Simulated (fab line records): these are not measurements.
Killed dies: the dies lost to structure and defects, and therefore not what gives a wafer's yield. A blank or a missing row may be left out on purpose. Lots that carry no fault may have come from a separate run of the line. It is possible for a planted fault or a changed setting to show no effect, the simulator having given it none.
Chamber matching | flow n5Finfet | 4 sister chambers for N5_FIN_SAQP_ETCH_65 on rieSi-03
The step etches SiO2 in CF4, target depth 4 nm, time 4.4 s. 18 wafers are shown with their chamber, then 9 later ones without.

WAFERS PAIRED WITH THEIR CHAMBERS
wafer  | chamber | throttleValvePct (%) | drypumpMotorCurrentA (A) | oesProductAu (a.u.)
L080.1 | 2       | 21.70                | 6.1                      | 0.996
L080.3 | 3       | 21.49                | 5.7                      | 1.020
L080.5 | 3       | 21.49                | 5.8                      | 1.019
L081.1 | 2       | 21.68                | 6.0                      | 0.994
L081.4 | 3       | 21.48                | 5.8                      | 1.021
L081.6 | 0       | 21.37                | 5.8                      | 0.973
L087.3 | 2       | 21.69                | 6.1                      | 1.000
L087.4 | 1       | 21.72                | 6.2                      | 0.984
L087.6 | 3       | 21.49                | 5.8                      | 1.014
L088.1 | 0       | 21.36                | 5.8                      | 0.985
L088.2 | 3       | 21.49                | 5.7                      | 1.027
L088.6 | 2       | 21.67                | 6.0                      | 0.994
L090.1 | 1       | 21.72                | 6.2                      | 0.987
L090.2 | 3       | 21.49                | 5.8                      | 1.018
L090.3 | 2       | 21.67                | 6.0                      | 0.985
L092.1 | 2       | 21.68                | 6.1                      | 0.996
L092.2 | 0       | 21.38                | 5.8                      | 0.988
L092.3 | 3       | 21.51                | 5.7                      | 1.026

SIGNATURES, as means of the wafers listed above
reading              | chamber 0 | chamber 1 | chamber 2 | chamber 3 | scatter within a chamber
throttleValvePct     | 21.3700   | 21.7200   | 21.6817   | 21.4914   | 0.00989
drypumpMotorCurrentA | 5.800     | 6.200     | 6.050     | 5.757     | 0.0479
oesProductAu         | 0.98200   | 0.98550   | 0.99417   | 1.02071   | 0.0052
Rule: for each reading, subtract the chamber's mean from the wafer's reading, divide by that reading's scatter and square the result; add these up over the readings and take the root, which gives the wafer's distance from the chamber. The wafer belongs to the nearest chamber; if the next one is less than 2 further off, it can't be placed. The scatter: take each reading less its chamber's mean, square it, sum over the shown wafers, divide by the number of wafers less the number of chambers, and take the root.

WAFERS MISSING THEIR CHAMBER
wafer  | throttleValvePct (%) | drypumpMotorCurrentA (A) | oesProductAu (a.u.)
L093.3 | 21.37                | 5.8                      | 0.988
L093.4 | 21.72                | 6.2                      | 0.992
L093.6 | 21.73                | 6.2                      | 0.985
L094.1 | 21.50                | 5.7                      | 1.021
L094.4 | 21.36                | 5.8                      | 0.988
L094.6 | 21.72                | 6.1                      | 0.995
L095.2 | 21.74                | 6.2                      | 0.993
L095.3 | 21.36                | 5.8                      | 0.979
L095.6 | 21.50                | 5.8                      | 1.028

WHICH CHAMBER EACH ONE RAN IN
wafer  | from the rows above     | in truth
L093.3 | 0                       | 0
L093.4 | 1                       | 1
L093.6 | 1                       | 1
L094.1 | 3                       | 3
L094.4 | 0                       | 0
L094.6 | can't be placed: 1 or 2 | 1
L095.2 | 1                       | 1
L095.3 | 0                       | 0
L095.6 | 3                       | 3
Placed correctly: 8 of 9. Cannot be placed on the basis of these rows: 1; the candidates contain the true chamber in 1. Number placed wrongly: 0.
